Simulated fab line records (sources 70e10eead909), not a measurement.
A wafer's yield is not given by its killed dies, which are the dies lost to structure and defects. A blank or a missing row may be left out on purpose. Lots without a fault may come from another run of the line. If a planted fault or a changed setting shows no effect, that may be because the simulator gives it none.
Problem report in the 8D (eight disciplines) form, filled by code || flow nand-harc || the parts of the form that need people (team, actions taken, sign-off) are left out

== 1. THE PROBLEM ==
Mean of rf-fwd-power-W at NHARC_A_WL_FILL_ETCHBACK_16: 350 W across 6 wafers in 2 lots; on wafers with no fault it is 590 W (standard deviation 3.8). That is -63 standard deviations from the usual mean.
The step: etches the open film in C4F8/O2/Ar, target depth 120 nm, time 24 s.
Earliest sighting: wafer L936.4 on rie-diel-05 at day 22 07:12. The record has a number at this step for 36 wafers belonging to 12 lots. The rule behind "out" and "out of limits": a value lying over 4 standard deviations away from the usual mean. The other wafers with a number count as sound.

== 2. WHAT IT IS, AND WHAT IT ISN'T ==
{"question": "which readings at this step", "is": "rf-fwd-power-W, oes-product-au", "is not": "rf-vpp-V"}
{"question": "which lots", "is": "L936, L938", "is not": "L933, L934, L937, L946, L949, L950, L951, L952, L954, L955"}
{"question": "which wafers of those lots", "is": "all that have a number", "is not": "-"}
{"question": "read on which tools", "is": "rie-diel-05", "is not": "rie-diel-01, rie-diel-10"}
{"question": "when", "is": "from day 22 07:12", "is not": "up to then (6 sound wafers); but 24 sound wafers of L937, L946, L949, L950, L951, L952, L954, L955 came after"}

== 3. WHAT RULES OUT EACH SUSPECT ==
Counting: a tool stays on the suspect list if, at a process step up to the reading, it processed all lots that are out and no sound lot following the first of them.
- rie-diel-04 at NHARC_A_SLIT_STRIP_18 (strips in O2): ruled out as a lasting fault. The sound lots L950, L952 went through it after L936, its earliest lot that is out (day 21 18:52). NHARC_A_SLIT_STRIP_18 gives no start for some lots, so the hours and the order of its lots are those of NHARC_A_WL_FILL_RTA_01.
- rie-diel-05 at NHARC_A_WL_FILL_ETCHBACK_16 (etches the open film in C4F8/O2/Ar, target depth 120 nm, time 24 s): ruled out as a lasting fault. The sound lots L951, L952 went through it after L936, its earliest lot that is out (day 22 07:12).
Left after counting: nothing in the record.

== 4. THE CAUSE (what the simulator had put in) ==
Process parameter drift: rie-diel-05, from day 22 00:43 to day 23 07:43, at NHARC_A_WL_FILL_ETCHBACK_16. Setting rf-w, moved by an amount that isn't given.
Counting ruled it out, wrongly.

== 5. THE EFFECT CHAIN, in route order ==
Rows list readings where the struck wafers' mean (over those with a number) sits beyond 3 standard deviations from the usual. Only readings for which the record gives a usual standard deviation are gone through. hours: the time from each lot's start at the first step in this table that gives one to its start at this step, as a median over the lots. sigmas: the change in usual standard deviations.
{"hours": 0, "step": "NHARC_A_WL_FILL_ETCHBACK_16", "reading": "oes-product-au", "usual": "0.97 a.u.", "on struck wafers": 0.74, "change": -0.23, "sigmas": -6.9}
{"hours": 0, "step": "NHARC_A_WL_FILL_ETCHBACK_16", "reading": "rf-fwd-power-W", "usual": "590 W", "on struck wafers": 350, "change": -240, "sigmas": -63}
Here are the process steps it includes:
- NHARC_A_WL_FILL_ETCHBACK_16: etches the open film in C4F8/O2/Ar, target depth 120 nm, time 24 s.

== 6. WHAT WOULD HAVE CAUGHT IT SOONER ==
The fault began at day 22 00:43; the first out-of-limits reading in this record came at day 22 07:12, 6 hours later.
